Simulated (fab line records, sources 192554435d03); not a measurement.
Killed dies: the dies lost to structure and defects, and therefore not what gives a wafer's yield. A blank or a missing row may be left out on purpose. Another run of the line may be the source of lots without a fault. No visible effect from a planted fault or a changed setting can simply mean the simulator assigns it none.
Matching of chambers | flow n5 finfet | N5_SDB_CUT_ETCH_26 on rie si-01 has 4 sister chambers
The step etches Si in HBr/Cl2/O2, target depth 129.6 nm, bt time 20 s, time 51.8 s. 4 wafers are shown with their chamber, then 9 later ones without.

WAFERS PAIRED WITH THEIR CHAMBERS
wafer  | chamber | oes product au (a.u.)
L088.4 | 3       | 0.973
L089.1 | 0       | 1.025
L089.3 | 2       | 0.986
L089.6 | 1       | 0.977

WAFERS WITH NO CHAMBER GIVEN
wafer  | oes product au (a.u.)
L090.2 | 0.989
L090.3 | 0.990
L090.5 | 0.974
L094.2 | 0.989
L094.4 | 0.971
L094.5 | 0.978
L096.3 | 0.984
L096.5 | 1.018
L096.6 | 0.965

THE CHAMBER EACH PASSED THROUGH
wafer  | from the rows above          | in truth
L090.2 | 2                            | 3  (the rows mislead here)
L090.3 | 2                            | 2
L090.5 | can't be placed: 3 or 1      | 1
L094.2 | 2                            | 2
L094.4 | can't be placed: 3 or 1      | 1
L094.5 | can't be placed: 1 or 3 or 2 | 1
L096.3 | can't be placed: 2 or 1      | 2
L096.5 | 0                            | 0
L096.6 | can't be placed: 3 or 1      | 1
Correct placement for 3 of the 9. From these rows, 5 cannot be placed; in 5 the true chamber is one of the candidates. 1 placed wrongly.
How it was worked out, from the rows above alone: a wafer's distance from a chamber is the root of the sum, over the readings, of the square of ((its reading less the chamber's mean) divided by the reading's scatter). The wafer belongs to the nearest chamber; if the next one is less than 2 further off, it can't be placed. A chamber's mean is the mean of its shown wafers. The scatter: root of mean squared gap, hidden wafer to nearest shown wafer, with one shown wafer a chamber.
